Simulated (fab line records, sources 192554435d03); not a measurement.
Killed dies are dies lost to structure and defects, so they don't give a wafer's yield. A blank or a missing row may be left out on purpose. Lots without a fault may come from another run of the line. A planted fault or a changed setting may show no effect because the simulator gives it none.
Split-lot experiment | flow n5_finfet | 7 lots, 21 wafers read, on a route of 1938 steps

THE SPLIT
At N5_BEOL_M2_TRENCH_ETCH_37 (etches SiOC in C4F6/O2, target depth 55.555 nm, time 29.2 s), the setting time_s was moved away from the recipe's 29.2 s on 8 of the 21 wafers read, by -9.3% to +21.4%. The other wafers ran this setting at the recipe's value.

FROM THE SPLIT TO THE READING: what the file shows between them, 10 steps
- N5_BEOL_M2_ETCH_41: etches SiCN in CH3F/O2, target depth 29.9 nm, time 52.5 s
- N5_BEOL_M2_STRIP_97: strips in N2/H2, time 10 s
- N5_BEOL_M2_OCD_MEAS_38
- N5_BEOL_M2_SPUTTER_96: material Cu, target thk 4.5 nm, time 8.29 s (also split here: time_s)
- N5_BEOL_M2_ECD_50: material Cu, target thk 300 nm
- N5_BEOL_M2_ANNEAL_51: time 90 s
- N5_BEOL_M2_CMP_52: polishes, stops on SiOC, t overpolish 6.8 s, target thk 40 nm
- N5_BEOL_M2_PRE_CLEAN_60: time 15 s
- N5_BEOL_M2_PRE_CLEAN_56: time 15 s
- N5_BEOL_M2_DEP_57: deposits SiCN from 3MS/NH3, target thk 8 nm, time 14 s

THE READING
M2_RS, in ohm/sq, at N5_BEOL_M2_RS_MEAS_58 (measures by four-point-probe). Fault-free wafers of this fab line usually give 0.68 ohm/sq, standard deviation 0.037 ohm/sq.

wafer  | tool, chamber at the split | time_s as run, s | against the recipe | M2_RS, ohm/sq | against lot-mates on the recipe
L075.1 | rie_diel-06, 0             | 29.2             | recipe             | 0.67          | -
L075.5 | rie_diel-06, 1             | 27.21            | -6.8%              | 0.77          | +0.10
L075.6 | rie_diel-06, 2             | 29.2             | recipe             | 0.67          | -
L079.2 | rie_diel-02, 2             | 29.2             | recipe             | 0.78          | -
L079.4 | rie_diel-02, 1             | 26.49            | -9.3%              | 0.87          | +0.09
L079.6 | rie_diel-02, 3             | 26.49            | -9.3%              | 0.86          | +0.08
L078.3 | rie_diel-02, 0             | 32.53            | +11.4%             | 0.54          | -0.15
L078.5 | rie_diel-02, 0             | 29.2             | recipe             | 0.66          | -
L078.6 | rie_diel-02, 3             | 29.2             | recipe             | 0.71          | -
L085.1 | rie_diel-05, 2             | 29.2             | recipe             | 0.70          | -
L085.2 | rie_diel-05, 0             | 26.74            | -8.4%              | 0.83          | +0.16
L085.3 | rie_diel-05, 1             | 29.2             | recipe             | 0.64          | -
L091.3 | rie_diel-02, 1             | 29.2             | recipe             | 0.68          | -
L091.4 | rie_diel-02, 2             | 27.02            | -7.5%              | 0.78          | +0.10
L091.5 | rie_diel-02, 3             | 27.02            | -7.5%              | 0.76          | +0.08
L092.2 | rie_diel-05, 2             | 29.2             | recipe             | 0.76          | -
L092.3 | rie_diel-05, 3             | 29.2             | recipe             | 0.76          | -
L092.5 | rie_diel-05, 0             | 29.2             | recipe             | 0.72          | -
L093.3 | rie_diel-05, 3             | 29.2             | recipe             | 0.73          | -
L093.4 | rie_diel-05, 0             | 35.45            | +21.4%             | 0.50          | -0.21
L093.5 | rie_diel-05, 1             | 29.2             | recipe             | 0.70          | -

THE FIT
A straight line over all 21 wafers: M2_RS changes by -0.0118 ohm/sq for each +1% of time_s; r = -0.90; the points scatter about the line by 0.041 ohm/sq.
The same after taking each lot's own level away (the mean of its wafers on the recipe; 21 wafers): -0.0113 ohm/sq for each +1%; r = -0.96; scatter 0.024 ohm/sq.
On that fit, the largest move of time_s shifts the reading by 0.24 ohm/sq.
The lots' own levels span 0.670 to 0.780 ohm/sq, that is 3.0 times the standard deviation above.
So the lot-to-lot level changes the slope little: the two slopes agree.
Check: with one of the wafers moved furthest among these (+21.4%) left out of the fit, the line predicts -0.266 ohm/sq for it against its lot-mates. It came out at -0.215 ohm/sq against them.

OTHER SPLITS ON THESE WAFERS
These wafers also went through other splits before the reading. Each is held against what the fit with the lots' levels taken away leaves over:
other split on the same wafers              | wafers away from the commonest value | r with M2_RS (lot level and that fit taken away)
N5_BEOL_M0_SAQP_SPACER2_ALD_26 target_thk_a | 9                                    | +0.43
N5_BEOL_M2_DESCUM_33 time_s                 | 9                                    | -0.12
N5_BEOL_M2_SPUTTER_96 time_s                | 2                                    | -0.15

THE WHOLE CHAIN: every reading that the file lists as answering this split, in the file's order
step                      | what it does                                                  | reading                                                                      | change (the file's fit)               | r (the file's)
N5_BEOL_M2_TRENCH_ETCH_37 | etches SiOC in C4F6/O2, target depth 55.555 nm, time 29.2 s   | BEOL_M2.feature_depth_nm (the simulator's own value, which no gauge read)    | +0.538 nm for each +1% of the setting | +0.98
N5_BEOL_M2_TRENCH_ETCH_37 | etches SiOC in C4F6/O2, target depth 55.555 nm, time 29.2 s   | etch.depth_nm (the simulator's own value, which no gauge read)               | +0.534 nm for each +1% of the setting | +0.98
N5_BEOL_M2_OCD_MEAS_38    |                                                               | trench_depth_nm                                                              | +0.531 nm for each +1% of the setting | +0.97
N5_BEOL_M2_CMP_52         | polishes, stops on SiOC, t overpolish 6.8 s, target thk 40 nm | Cu_of_BEOL_M2_ECD_50.thk_nm (the simulator's own value, which no gauge read) | +0.543 nm for each +1% of the setting | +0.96
N5_BEOL_M2_RS_MEAS_58     | measures by four-point-probe                                  | M2_RS                                                                        | -0.0114 for each +1% of the setting   | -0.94

THE FILE'S OWN FIT
M2_RS changes by -0.0114 ohm/sq for each +1% of time_s, r = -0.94.
